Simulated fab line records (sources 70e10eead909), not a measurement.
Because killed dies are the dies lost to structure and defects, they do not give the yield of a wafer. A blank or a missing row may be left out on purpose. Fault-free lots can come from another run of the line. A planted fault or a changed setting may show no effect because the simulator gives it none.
Which of the tools did it? / flow nand harc / 33 wafers from 11 lots sampled at 5 of the route's 1302 steps

WHAT EACH GAUGE READ, for each wafer
NHARC_END_SORT_01.
lot=L734; measured=day 27 23:43; on=prober-01; defect limited yield (%)=92 92 91

TOOL THAT RAN EACH LOT (tool first, then ch and the chambers of the sampled wafers, then the start)
lot=L726; NHARC_P_M2_STRIP_18=rie diel-09 ch 1,3, day 6 06:02; NHARC_P_M2_CMP_23=cmp-01 ch 0,2, day 6 07:50; NHARC_P_BONDPAD_DEP_00=pecvd-01 ch 0,2, day 6 08:54; NHARC_P_BONDPAD_SOFTBAKE_04=litho track-07 ch 0, day 6 09:00
lot=L727; NHARC_P_M2_STRIP_18=rie diel-11 ch 2,3, day 6 21:08; NHARC_P_M2_CMP_23=cmp-02 ch 0,1,2, day 6 22:53; NHARC_P_BONDPAD_DEP_00=pecvd-03 ch 0,1,2, day 6 23:55; NHARC_P_BONDPAD_SOFTBAKE_04=litho track-02 ch 0, day 7 00:00
lot=L731; NHARC_P_M2_STRIP_18=rie diel-05 ch 0,1,2, day 8 20:35; NHARC_P_M2_CMP_23=cmp-01 ch 0,1,3, day 8 22:20; NHARC_P_BONDPAD_DEP_00=pecvd-02 ch 0,2, day 9 00:00 or earlier; NHARC_P_BONDPAD_SOFTBAKE_04=litho track-02 ch 0, day 9 00:00
lot=L734; NHARC_P_M2_STRIP_18=rie diel-09 ch 0,1,2, day 10 00:16; NHARC_P_M2_CMP_23=cmp-04 ch 0,2, day 10 02:02; NHARC_P_BONDPAD_DEP_00=pecvd-01 ch 0,2, day 10 03:02; NHARC_P_BONDPAD_SOFTBAKE_04=litho track-02 ch 0, day 10 03:00
lot=L735; NHARC_P_M2_STRIP_18=rie diel-09 ch 0,1,2, day 10 07:34; NHARC_P_M2_CMP_23=cmp-02 ch 1,3, day 10 09:20; NHARC_P_BONDPAD_DEP_00=pecvd-02 ch 0,2, day 10 10:25; NHARC_P_BONDPAD_SOFTBAKE_04=litho track-05 ch 0, day 10 11:00
lot=L736; NHARC_P_M2_STRIP_18=rie diel-09 ch 1,2,3, day 10 18:22; NHARC_P_M2_CMP_23=cmp-01 ch 0,2, day 10 20:11; NHARC_P_BONDPAD_DEP_00=pecvd-03 ch 0,1, day 10 21:20; NHARC_P_BONDPAD_SOFTBAKE_04=litho track-02 ch 0, day 10 22:00
lot=L745; NHARC_P_M2_STRIP_18=rie diel-09 ch 1,3, day 14 04:11; NHARC_P_M2_CMP_23=cmp-01 ch 1,3, day 14 05:57; NHARC_P_BONDPAD_DEP_00=pecvd-02 ch 0,1,2, day 14 06:58; NHARC_P_BONDPAD_SOFTBAKE_04=litho track-02 ch 0, day 14 07:00
lot=L746; NHARC_P_M2_STRIP_18=rie diel-09 ch 0,1,2, day 14 21:55; NHARC_P_M2_CMP_23=cmp-02 ch 0,3, day 14 23:36; NHARC_P_BONDPAD_DEP_00=pecvd-03 ch 0,1,2, day 15 01:00 or earlier; NHARC_P_BONDPAD_SOFTBAKE_04=litho track-02 ch 0, day 15 01:00
lot=L747; NHARC_P_M2_STRIP_18=rie diel-11 ch 0,2,3, day 14 22:29; NHARC_P_M2_CMP_23=cmp-04 ch 0,1, day 15 00:13; NHARC_P_BONDPAD_DEP_00=pecvd-01 ch 1,2, day 15 02:00 or earlier; NHARC_P_BONDPAD_SOFTBAKE_04=litho track-02 ch 0, day 15 02:00
lot=L748; NHARC_P_M2_STRIP_18=rie diel-09 ch 1,2, day 15 13:14; NHARC_P_M2_CMP_23=cmp-04 ch 1,2,3, day 15 15:11; NHARC_P_BONDPAD_DEP_00=pecvd-02 ch 0,2, day 15 16:11; NHARC_P_BONDPAD_SOFTBAKE_04=litho track-02 ch 0, day 15 16:00
lot=L749; NHARC_P_M2_STRIP_18=rie diel-11 ch 0,1,2, day 15 21:20; NHARC_P_M2_CMP_23=cmp-01 ch 0,2,3, day 15 23:06; NHARC_P_BONDPAD_DEP_00=pecvd-03 ch 1,2, day 16 00:16; NHARC_P_BONDPAD_SOFTBAKE_04=litho track-05 ch 0, day 16 01:00
- NHARC_P_M2_STRIP_18: strips in N2/H2.
- NHARC_P_M2_CMP_23: polishes, t overpolish 20 s, target thk 144.3 nm.
- NHARC_P_BONDPAD_DEP_00: deposits SiCN, target thk 250 nm.
- NHARC_P_BONDPAD_SOFTBAKE_04: time 70 s.

THE ANSWER, worked out from the rows above alone
Rule: the usual values come from the lots themselves. Put in order of their means at a reading, lots are off if they are a third of the lots or fewer, leave a main group of 4 or more, and stand apart from it by a gap of 3 or more times the standard deviation of the main group's means; of several such gaps the widest counts. A main group is skipped when, at the precision printed for the reading in the tables above, its means are all equal. Also off: a lot with no number at a reading for which 4 or more lots have one. Where the step has rows for the other lots, those lots are counted as sound.
None of the lots is off at any reading shown; this tells nothing.

WHAT HAD BEEN PUT IN BY THE SIMULATOR
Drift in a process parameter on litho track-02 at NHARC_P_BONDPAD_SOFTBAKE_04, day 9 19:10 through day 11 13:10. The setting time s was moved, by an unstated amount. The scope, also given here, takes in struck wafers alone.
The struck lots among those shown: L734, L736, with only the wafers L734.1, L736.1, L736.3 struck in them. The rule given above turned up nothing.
